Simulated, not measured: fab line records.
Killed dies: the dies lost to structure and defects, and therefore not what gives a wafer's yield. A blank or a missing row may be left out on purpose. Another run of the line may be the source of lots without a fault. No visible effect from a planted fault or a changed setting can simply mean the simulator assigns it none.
Which of the tools did it?	flow n5-finfet	10 lots (30 wafers sampled), 1 step of a 1938-step route

## WHAT THE GAUGES READ, wafer by wafer
N5_BEOL_M6_INSPECT_58: inspects for defects (darkfield).
lot	measured	on	raw-defect-count
L880	day 9 08:58	defect-inspect-02	64 58 77
L879	day 9 10:53	defect-inspect-01	76 55 95
L882	day 10 09:55	defect-inspect-01	47 65 49
L883	day 11 06:53	defect-inspect-01	77 111 75
L890	day 12 21:35	defect-inspect-02	60 83 67
L892	day 12 23:32	defect-inspect-01	92 62 35
L893	day 13 01:32	defect-inspect-02	57 55 38
L894	day 13 02:21	defect-inspect-02	90 43 58
L897	day 13 20:54	defect-inspect-02	68 76 91
L896	day 14 04:04	defect-inspect-02	66 106 51

## WHAT TOOL EACH LOT RAN ON (gives the tool, then ch and the chambers of the sampled wafers, and finally the start)
Record: no process step prior to these readings.

## THE ANSWER, worked out from the rows above alone
Rule: the usual values come from the lots themselves. Put in order of their means at a reading, lots are off if they are a third of the lots or fewer, leave a main group of 4 or more, and stand apart from it by a gap of 3 or more times the standard deviation of the main group's means; of several such gaps the widest counts. If all means in a main group match to the digits the tables above print for the reading, that group is not used. Also off: a lot with no number at a reading for which 4 or more lots have one. The other lots that the step has rows for count as sound.
Nothing can be told from this: no lot is off at any reading shown.

## WHAT HAD BEEN PUT IN BY THE SIMULATOR
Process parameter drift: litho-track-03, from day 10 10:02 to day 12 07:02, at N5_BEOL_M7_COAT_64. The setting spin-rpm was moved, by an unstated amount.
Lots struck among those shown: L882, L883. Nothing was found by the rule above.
